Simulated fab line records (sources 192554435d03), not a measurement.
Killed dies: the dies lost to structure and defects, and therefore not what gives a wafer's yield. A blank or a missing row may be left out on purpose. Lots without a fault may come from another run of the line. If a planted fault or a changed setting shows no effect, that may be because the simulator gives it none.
One fault through the eyes of 2 desks || flow n5_finfet || each desk holds nothing but its own numbers, with what lay behind them at the end

== METROLOGY DESK ==
What the gauges read for every lot (on any tool): the sampled wafers with a number, averaged. A lot is out of limits, marked OUT, if its mean lies more than 4 standard deviations from the usual mean; the brackets give that distance. Shown are 7 of the 18 readings it has, namely the first that went out of limits plus those furthest out on some lot.
Columns: A = thk_nm at N5_SD_EPI_P_EPI_MEAS_23, usual 60.9 nm; B = RS_SD_P at N5_SD_ACTIVATION_RS_MEAS_03, usual 55.8 ohm/sq; C = ION_P at N5_BEOL_M4_RC_MEAS_101, usual 459 uA/um; D = REXT_P at N5_BEOL_M4_RC_MEAS_101, usual 100.0 ohm.um; E = RS_SD_P at N5_BEOL_M4_RC_MEAS_101, usual 65.5 ohm/sq; F = VT_P at N5_BEOL_M4_RC_MEAS_101, usual -251 mV; G = VT_P_LVT at N5_BEOL_M4_RC_MEAS_101, usual -99.2 mV
{"lot": "L868", "first seen here": "day 4 14:17", "A": 60.6, "B": 55.9, "C": 466, "D": 101.6, "E": 65.6, "F": -247, "G": -95.8}
{"lot": "L871", "first seen here": "day 5 15:26", "A": 61.4, "B": 54.9, "C": 467, "D": 101.7, "E": 64.3, "F": -246, "G": -94.8}
{"lot": "L873", "first seen here": "day 6 04:16", "A": "51.2 (-8.8) OUT", "B": "73.8 (+25) OUT", "C": 443, "D": 104.5, "E": "86.8 (+25) OUT", "F": -258, "G": -108.2}
{"lot": "L875", "first seen here": "day 6 17:31", "A": "47.0 (-13) OUT", "B": "81.0 (+35) OUT", "C": "433 (-4.2) OUT", "D": "111.7 (+6.9) OUT", "E": "94.8 (+34) OUT", "F": -261, "G": "-110.2 (-4.1) OUT"}
{"lot": "L881", "first seen here": "day 7 20:21", "A": 60.2, "B": 57.1, "C": 459, "D": 98.9, "E": 66.5, "F": -251, "G": -101.6}
{"lot": "L884", "first seen here": "day 8 18:48", "A": 60.3, "B": 55.7, "C": 464, "D": 99.7, "E": 65.9, "F": -247, "G": -99.1}
{"lot": "L885", "first seen here": "day 9 00:28", "A": 60.9, "B": 54.7, "C": 456, "D": 97.6, "E": 64.9, "F": -252, "G": -102.3}
{"lot": "L886", "first seen here": "day 9 03:15", "A": 60.8, "B": 55.9, "C": 456, "D": 101.1, "E": 65.1, "F": -253, "G": -99.9}
This desk's finding: out of limits on L873, L875; first on L873, day 6 04:16 (thk_nm at N5_SD_EPI_P_EPI_MEAS_23). In limits: L868, L871, L881, L884, L885, L886.

== DESK OF THE TOOL OWNER: epi_rpcvd-01 ==
The tool's own readings at N5_SD_EPI_P_EPI_21 (deposits SiGe:B, time 355 s): means of the sampled wafers that have a number, for each lot that ran on this tool. A lot is out of limits, marked OUT, if its mean lies more than 4 standard deviations from the usual mean; the brackets give that distance.
Columns: A = susceptor_temp_C at N5_SD_EPI_P_EPI_21, usual 550.00 C
{"lot": "L868", "first seen here": "day 4 12:27", "A": 550.43}
{"lot": "L871", "first seen here": "day 5 13:13", "A": 550.11}
{"lot": "L873", "first seen here": "day 6 02:26", "A": 549.76}
{"lot": "L875", "first seen here": "day 6 16:02", "A": 549.84}
{"lot": "L885", "first seen here": "day 8 22:02", "A": 549.83}
This desk's verdict: no lot among the 5 shows anything out of limits.

== BROUGHT TOGETHER ==
An alarm was possible from the metrology desk at day 6 04:16, on L873, L875.
Nothing out of limits was seen by the tool owner's desk.
Tool owner's desk: L873, L875 on record, inside its limits.
On epi_rpcvd-01, each named lot ran N5_SD_EPI_P_EPI_21.

== WHAT THE SIMULATOR HAD PUT IN ==
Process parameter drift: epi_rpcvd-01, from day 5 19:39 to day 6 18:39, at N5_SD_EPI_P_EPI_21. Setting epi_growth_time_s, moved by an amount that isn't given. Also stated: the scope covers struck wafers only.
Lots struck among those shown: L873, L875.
Time in hours between the start of the fault and the first out-of-limits reading at each desk: metrology desk, 9.
